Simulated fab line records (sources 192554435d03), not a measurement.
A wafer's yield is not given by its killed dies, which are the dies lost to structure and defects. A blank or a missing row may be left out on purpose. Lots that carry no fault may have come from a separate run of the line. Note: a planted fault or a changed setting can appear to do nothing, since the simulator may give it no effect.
Chamber matching || flow n5 finfet || N5_BEOL_M8_PECVD_70 on pecvd-04 has 3 sister chambers
The step deposits SiO2 from TEOS/O2, target thk 20 nm, time 22.7 s. 3 wafers are shown with their chamber, then 12 later ones without.

== EACH WAFER AND ITS CHAMBER ==
{"wafer": "L088.3", "chamber": 0, "showerhead plenum p Torr (Torr)": 8.87}
{"wafer": "L088.4", "chamber": 2, "showerhead plenum p Torr (Torr)": 8.97}
{"wafer": "L088.5", "chamber": 1, "showerhead plenum p Torr (Torr)": 8.80}

== WAFERS WHOSE CHAMBER IS MISSING ==
{"wafer": "L090.1", "showerhead plenum p Torr (Torr)": 8.87}
{"wafer": "L090.2", "showerhead plenum p Torr (Torr)": 8.98}
{"wafer": "L090.3", "showerhead plenum p Torr (Torr)": 8.81}
{"wafer": "L092.1", "showerhead plenum p Torr (Torr)": 8.97}
{"wafer": "L092.2", "showerhead plenum p Torr (Torr)": 8.80}
{"wafer": "L092.3", "showerhead plenum p Torr (Torr)": 8.87}
{"wafer": "L092.4", "showerhead plenum p Torr (Torr)": 8.87}
{"wafer": "L092.5", "showerhead plenum p Torr (Torr)": 8.96}
{"wafer": "L092.6", "showerhead plenum p Torr (Torr)": 8.78}
{"wafer": "L096.1", "showerhead plenum p Torr (Torr)": 8.79}
{"wafer": "L096.4", "showerhead plenum p Torr (Torr)": 8.97}
{"wafer": "L096.6", "showerhead plenum p Torr (Torr)": 8.88}

== THE CHAMBER EACH PASSED THROUGH ==
{"wafer": "L090.1", "from the rows above": 0, "in truth": 0}
{"wafer": "L090.2", "from the rows above": 2, "in truth": 2}
{"wafer": "L090.3", "from the rows above": 1, "in truth": 1}
{"wafer": "L092.1", "from the rows above": 2, "in truth": 2}
{"wafer": "L092.2", "from the rows above": 1, "in truth": 1}
{"wafer": "L092.3", "from the rows above": 0, "in truth": 0}
{"wafer": "L092.4", "from the rows above": 0, "in truth": 0}
{"wafer": "L092.5", "from the rows above": 2, "in truth": 2}
{"wafer": "L092.6", "from the rows above": 1, "in truth": 1}
{"wafer": "L096.1", "from the rows above": 1, "in truth": 1}
{"wafer": "L096.4", "from the rows above": 2, "in truth": 2}
{"wafer": "L096.6", "from the rows above": 0, "in truth": 0}
12 of 12 placed correctly. From these rows, 0 cannot be placed. Placed wrongly: 0.
How it was worked out, from the rows above alone: a wafer's distance from a chamber is the root of the sum, over the readings, of the square of ((its reading less the chamber's mean) divided by the reading's scatter). If the next closest chamber is less than 2 further off than the closest, the wafer can't be placed; otherwise it belongs to the closest. The mean given for a chamber averages the wafers shown for that chamber. The scatter: with one shown wafer a chamber, the root of the mean of the squares of how far each hidden wafer lies from its nearest shown one.
